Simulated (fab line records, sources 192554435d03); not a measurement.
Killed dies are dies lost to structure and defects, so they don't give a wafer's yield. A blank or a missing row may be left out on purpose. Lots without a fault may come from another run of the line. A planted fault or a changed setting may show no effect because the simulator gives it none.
Which tool did it? | flow n5_finfet | 9 lots, 27 wafers sampled, at 7 steps of a route of 1938

WHAT THE GAUGES READ, wafer by wafer
N5_MOL_CONTACT_COAG_OVL_MEAS_85. Usual: VG_OVL 0.4 nm, standard deviation 0.71.
lot  | measured     | on         | VG_OVL (nm)   | flag
L444 | day 5 19:00  | overlay-01 | 0.7 0.0 -0.3  |
L445 | day 6 01:30  | overlay-01 | -0.1 0.0 -1.4 |
L447 | day 6 17:11  | overlay-02 | 0.2 0.5 -0.4  |
L451 | day 7 08:53  | overlay-02 | -0.2 0.3 -0.1 |
L452 | day 7 17:34  | overlay-02 | 0.7 1.3 -0.3  |
L453 | day 8 00:53  | overlay-02 | 0.8 0.8 0.8   |
L454 | day 8 05:34  | overlay-02 | 0.7 1.3 1.5   |
L457 | day 9 03:56  | overlay-01 | 1.2 1.8 1.1   |
L464 | day 10 18:57 | overlay-01 | -0.6 0.8 -0.6 |

N5_MOL_CONTACT_COAG_CD_MEAS_40: target cd 25.1 nm. Usual: cd_nm 25.03 nm, standard deviation 0.21.
lot  | measured     | on        | cd_nm (nm)        | flag
L444 | day 5 20:31  | cd_sem-01 | 24.90 25.10 25.22 |
L445 | day 6 03:05  | cd_sem-02 | 24.93 25.13 24.82 |
L447 | day 6 18:40  | cd_sem-02 | 24.97 24.99 24.74 |
L451 | day 7 10:10  | cd_sem-03 | 24.80 25.12 25.04 |
L452 | day 7 19:02  | cd_sem-03 | 24.83 24.62 24.93 |
L453 | day 8 03:03  | cd_sem-02 | 25.13 25.21 25.22 |
L454 | day 8 07:02  | cd_sem-03 | 25.14 24.92 25.19 |
L457 | day 9 05:14  | cd_sem-01 | 24.74 24.89 24.93 |
L464 | day 10 20:11 | cd_sem-03 | 25.06 25.00 9.78  | OFF

N5_MOL_CONTACT_COAG_OVL_MEAS_41. Usual: VD_OVL 0.1 nm, standard deviation 0.72.
lot  | measured     | on         | VD_OVL (nm)    | flag
L444 | day 5 20:33  | overlay-01 | -1.2 -1.2 -1.1 |
L445 | day 6 03:07  | overlay-01 | -1.5 -0.8 0.4  |
L447 | day 6 18:42  | overlay-01 | -0.4 1.1 0.6   |
L451 | day 7 10:13  | overlay-01 | 0.3 0.3 0.7    |
L452 | day 7 19:04  | overlay-01 | 0.5 -0.5 0.5   |
L453 | day 8 03:05  | overlay-01 | 0.4 0.1 0.1    |
L454 | day 8 07:04  | overlay-01 | 0.9 0.9 0.3    |
L457 | day 9 05:16  | overlay-02 | 0.2 -0.1 0.6   |
L464 | day 10 20:13 | overlay-01 | 0.5 1.1 -0.3   |

N5_MOL_CONTACT_COAG_CD_MEAS_101: target cd 16 nm. Usual: cd_nm 16.0 nm, standard deviation 0.35.
lot  | measured     | on        | cd_nm (nm)     | flag
L444 | day 5 21:44  | cd_sem-01 | 16.6 16.4 16.3 |
L445 | day 6 04:08  | cd_sem-01 | 16.2 16.2 15.9 |
L447 | day 6 19:37  | cd_sem-02 | 15.4 15.6 15.4 |
L451 | day 7 11:47  | cd_sem-01 | 16.5 16.2 15.9 |
L452 | day 7 20:33  | cd_sem-01 | 15.4 15.8 16.3 |
L453 | day 8 04:10  | cd_sem-03 | 16.3 16.2 15.6 |
L454 | day 8 08:24  | cd_sem-03 | 16.2 16.2 15.7 |
L457 | day 9 06:38  | cd_sem-03 | 16.3 16.0 16.1 |
L464 | day 10 21:09 | cd_sem-02 | 16.4 15.9 0.7  | OFF

N5_BEOL_M4_RC_MEAS_101. Usual: DIBL_N 36.2 mV/V, standard deviation 1.6; DIBL_P 36.5 mV/V, standard deviation 1.9; IOFF_N 0.158 nA/um, standard deviation 0.027; IOFF_P 0.21 nA/um, standard deviation 0.038; ION_N 675 uA/um, standard deviation 12; ION_P 464 uA/um, standard deviation 8.9; SS_N 71.5 mV/dec, standard deviation 0.61; SS_P 73.4 mV/dec, standard deviation 0.59; VT_N 250.4 mV, standard deviation 3; VT_P -250 mV, standard deviation 3.6.
lot  | measured     | on        | DIBL_N (mV/V)  | DIBL_P (mV/V)  | IOFF_N (nA/um)    | IOFF_P (nA/um) | ION_N (uA/um) | ION_P (uA/um) | SS_N (mV/dec)  | SS_P (mV/dec)  | VT_N (mV)         | VT_P (mV)      | flag
L444 | day 8 17:38  | prober-01 | 36.9 38.4 36.7 | 36.6 37.3 35.5 | 0.154 0.171 0.148 | 0.22 0.22 0.20 | 666 669 670   | 461 461 458   | 72.4 71.9 71.7 | 73.5 74.1 72.9 | 254.4 251.4 253.9 | -251 -252 -252 |
L445 | day 8 18:03  | prober-02 | 34.7 36.7 35.4 | 34.0 37.3 35.1 | 0.134 0.164 0.147 | 0.16 0.21 0.17 | 658 661 650   | 450 457 446   | 70.6 71.9 71.8 | 72.6 73.3 72.7 | 253.2 253.0 254.2 | -257 -250 -256 |
L447 | day 9 10:29  | prober-01 | 37.8 38.4 39.3 | 37.8 38.4 39.3 | 0.168 0.180 0.192 | 0.21 0.22 0.24 | 684 689 680   | 461 461 463   | 72.0 71.5 71.3 | 73.6 74.4 74.3 | 253.7 249.0 251.1 | -250 -250 -253 |
L451 | day 10 01:27 | prober-01 | 35.0 35.1 34.2 | 35.7 35.6 33.3 | 0.139 0.144 0.128 | 0.19 0.20 0.17 | 672 683 671   | 468 468 462   | 71.4 71.3 70.5 | 73.3 72.9 73.1 | 252.1 252.2 254.2 | -252 -251 -252 |
L452 | day 10 11:46 | prober-01 | 34.9 36.5 38.2 | 35.8 37.3 39.0 | 0.142 0.175 0.209 | 0.19 0.20 0.25 | 671 691 705   | 463 464 474   | 70.5 70.8 72.8 | 73.5 73.8 73.6 | 251.0 245.7 246.5 | -250 -251 -246 |
L453 | day 11 11:46 | prober-02 | 34.4 37.1 36.1 | 33.6 37.9 35.3 | 0.128 0.175 0.154 | 0.15 0.22 0.17 | 658 672 674   | 446 456 456   | 70.3 71.5 71.2 | 72.3 74.1 72.9 | 251.3 248.8 248.4 | -258 -250 -251 |
L454 | day 11 09:55 | prober-02 | 36.5 35.6 36.6 | 35.8 35.8 36.3 | 0.149 0.133 0.158 | 0.23 0.24 0.24 | 669 668 687   | 466 473 477   | 72.0 71.4 71.9 | 73.0 73.2 73.9 | 250.0 252.2 248.9 | -248 -245 -247 |
L457 | day 12 12:49 | prober-02 | 36.2 35.3 35.5 | 35.3 34.9 35.6 | 0.141 0.142 0.138 | 0.18 0.18 0.18 | 677 668 685   | 464 460 457   | 70.7 71.1 71.1 | 73.0 72.6 73.1 | 250.3 249.4 251.5 | -253 -252 -254 |
L464 | day 14 01:01 | prober-01 | 38.4 36.2      | 38.9 36.3      | 0.223 0.157       | 0.30 0.23      | 690 666       | 478 461       | 73.0 71.9      | 74.6 73.7      | 246.9 252.2       | -245 -248      |

WHICH TOOL RAN EACH LOT (tool, then ch and the chambers of the sampled wafers, then the start)
lot  | N5_MOL_CONTACT_COAG_EXPOSE_37     | N5_MOL_CONTACT_COAG_ETCH_65
L444 | euv_scanner-01 ch 0, day 5 20:23  | rie_diel-05 ch 1,3, day 5 20:40
L445 | euv_scanner-01 ch 0, day 6 02:57  | rie_diel-02 ch 0,1, day 6 03:21
L447 | euv_scanner-02 ch 0, day 6 18:31  | rie_diel-04 ch 0,3, day 6 18:49
L451 | euv_scanner-02 ch 0, day 7 10:02  | rie_diel-02 ch 1,2, day 7 10:57
L452 | euv_scanner-02 ch 0, day 7 18:54  | rie_diel-02 ch 0,1,3, day 7 19:32
L453 | euv_scanner-02 ch 0, day 8 02:54  | rie_diel-02 ch 0,1,2, day 8 03:12
L454 | euv_scanner-02 ch 0, day 8 06:54  | rie_diel-05 ch 1,3, day 8 07:12
L457 | euv_scanner-02 ch 0, day 9 05:06  | rie_diel-05 ch 0,1,3, day 9 05:29
L464 | euv_scanner-02 ch 0, day 10 20:02 | rie_diel-05 ch 0,2, day 10 20:21
- N5_MOL_CONTACT_COAG_EXPOSE_37: exposes mask VD, defocus 0 nm.
- N5_MOL_CONTACT_COAG_ETCH_65: etches underlayer in N2/H2, target depth 13 nm, time 10.4 s.

WHAT THE TOOLS THEMSELVES READ (means of the sampled wafers that have a number; where no wafer has one, the mark that the record gives instead)
N5_MOL_CONTACT_COAG_ETCH_65. Usual: drypump_motor_current_A 5.8 A, standard deviation 0.47; etch_rf_on_time_s 10.39 s, standard deviation 0.17; oes_product_au 0.70 a.u., standard deviation 0.077; rf_vpp_V 524.6 V, standard deviation 2.6; showerhead_plenum_p_Torr 2.58 Torr, standard deviation 0.09; throttle_valve_pct 17.77 %, standard deviation 0.24.
lot  | tool        | drypump_motor_current_A (A) | etch_rf_on_time_s (s) | oes_product_au (a.u.) | rf_vpp_V (V) | showerhead_plenum_p_Torr (Torr) | throttle_valve_pct (%) | flag
L444 | rie_diel-05 | 5.5                         | 10.34                 | 0.77                  | 524.5        | 2.57                            | 17.79                  |
L445 | rie_diel-02 | 5.4                         | 10.50                 | 0.71                  | 523.1        | 2.54                            | 17.73                  |
L447 | rie_diel-04 | 5.6                         | 10.49                 | 0.59                  | 524.4        | 2.54                            | 17.64                  |
L451 | rie_diel-02 | 5.6                         | 10.47                 | 0.73                  | 525.8        | 2.62                            | 17.68                  |
L452 | rie_diel-02 | 5.6                         | 10.48                 | 0.72                  | 523.3        | 2.54                            | 17.67                  |
L453 | rie_diel-02 | 5.7                         | 10.73                 | 0.67                  | 524.7        | 2.56                            | 17.69                  |
L454 | rie_diel-05 | 5.4                         | 10.32                 | 0.75                  | 525.8        | 2.64                            | 17.77                  |
L457 | rie_diel-05 | 5.5                         | 10.34                 | 0.75                  | 524.6        | 2.56                            | 17.80                  |
L464 | rie_diel-05 | 6.3                         | 10.26                 | 0.82                  | 524.3        | 2.58                            | 17.89                  |

THE ANSWER, worked out from the rows above alone
Rule: a lot is off if the mean of its wafers that have a number lies more than 3 standard deviations from the usual mean. A lot without any number at a reading at which 4 lots or more have one is off too. The other lots that the step has rows for count as sound. The gauges are gone through in route order, then the tools' own readings, and for those a lot's mean is taken as printed above. The first step at which some lot is off is used, and at that step the reading that is off furthest; a lot without a number counts as furthest.
Off: L464, at N5_MOL_CONTACT_COAG_CD_MEAS_40 (cd_nm).
A tool fits if, at a process step before that reading, it ran every lot that is off, and no sound lot after the first of them. The gauges at N5_MOL_CONTACT_COAG_CD_MEAS_40 aren't tried: what is off there is off at N5_MOL_CONTACT_COAG_CD_MEAS_101 too, on other tools, and a gauge's error can't cause that. One fits: euv_scanner-02 at N5_MOL_CONTACT_COAG_EXPOSE_37. Its last sound lot is L457 (day 9 05:06), its first lot that is off L464 (day 10 20:02): a fault that began between those two fits.

WHAT THE SIMULATOR HAD PUT IN
Process parameter drift: euv_scanner-02, from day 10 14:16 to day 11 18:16, at N5_MOL_CONTACT_COAG_EXPOSE_37. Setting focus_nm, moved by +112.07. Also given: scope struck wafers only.
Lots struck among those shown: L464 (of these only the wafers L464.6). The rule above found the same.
